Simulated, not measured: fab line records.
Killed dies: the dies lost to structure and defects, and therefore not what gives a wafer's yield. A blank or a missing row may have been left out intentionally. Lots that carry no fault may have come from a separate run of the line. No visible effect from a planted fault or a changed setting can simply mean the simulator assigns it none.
Which of the tools did it? ; flow nandHarc ; 36 wafers from 12 lots sampled at 3 of the route's 1302 steps

WHAT THE GAUGES SHOWED, per wafer
NHARC_A_M1_THK_MEAS_24: measures by xrf.
lot;measured;on;thkNm (nm)
L074;day 23 10:06;filmMetro-02;156.3 152.6 154.2
L078;day 24 02:05;filmMetro-02;153.4 153.9 153.6
L079;day 25 12:38;filmMetro-02;154.4 151.1 152.3
L080;day 26 14:13;filmMetro-02;154.7 157.2 153.7
L082;day 26 22:14;filmMetro-01;154.6 154.8 153.6
L085;day 27 18:56;filmMetro-01;153.8 153.6 156.1
L087;day 28 10:34;filmMetro-01;155.0 153.9 153.8
L091;day 29 01:11;filmMetro-02;153.8 152.8 154.9
L088;day 29 10:17;filmMetro-01;154.6 153.0 153.5
L093;day 30 11:46;filmMetro-01;151.8 152.3 153.0
L094;day 31 04:52;filmMetro-01;153.7 153.9 155.2
L097;day 32 09:50;filmMetro-02;154.5 155.8 155.8

WHAT TOOL EACH LOT RAN ON (gives the tool, then ch and the chambers of the sampled wafers, and finally the start)
lot;NHARC_A_M0_PRE_CLEAN_29;NHARC_A_M0_PVD_20
L074;pvdSputter-02, day 23 10:06 or earlier;pvdSputter-02, day 23 10:06 or earlier
L078;pvdSputter-03, day 24 02:05 or earlier;pvdSputter-03, day 24 02:05 or earlier
L079;pvdSputter-02, day 25 12:38 or earlier;pvdSputter-02, day 25 12:38 or earlier
L080;pvdSputter-03, day 26 14:13 or earlier;pvdSputter-03, day 26 14:13 or earlier
L082;pvdSputter-01, day 26 22:14 or earlier;pvdSputter-01, day 26 22:14 or earlier
L085;pvdSputter-02, day 27 18:56 or earlier;pvdSputter-02, day 27 18:56 or earlier
L087;pvdSputter-01, day 28 10:34 or earlier;pvdSputter-01, day 28 10:34 or earlier
L091;pvdSputter-03, day 29 01:11 or earlier;pvdSputter-03, day 29 01:11 or earlier
L088;pvdSputter-03, day 29 10:17 or earlier;pvdSputter-03, day 29 10:17 or earlier
L093;pvdSputter-01, day 30 11:46 or earlier;pvdSputter-01, day 30 11:46 or earlier
L094;pvdSputter-03, day 31 04:52 or earlier;pvdSputter-03, day 31 04:52 or earlier
L097;pvdSputter-02, day 32 09:50 or earlier;pvdSputter-02, day 32 09:50 or earlier
- NHARC_A_M0_PRE_CLEAN_29: time 30 s.
- NHARC_A_M0_PVD_20: deposits TaN, target thk 5 nm, time 8.06 s.

THE ANSWER, worked out from the rows above alone
Rule: the usual values come from the lots themselves. Put in order of their means at a reading, lots are off if they are a third of the lots or fewer, leave a main group of 4 or more, and stand apart from it by a gap of 3 or more times the standard deviation of the main group's means; of several such gaps the widest counts. Not used: any main group whose means are identical at the precision the tables above print for the reading. Also off: a lot with no number at a reading for which 4 or more lots have one. All remaining lots with rows at the step are treated as sound.
No lot is off at any reading shown: from this, nothing can be told.

WHAT WAS PUT IN BY THE SIMULATOR
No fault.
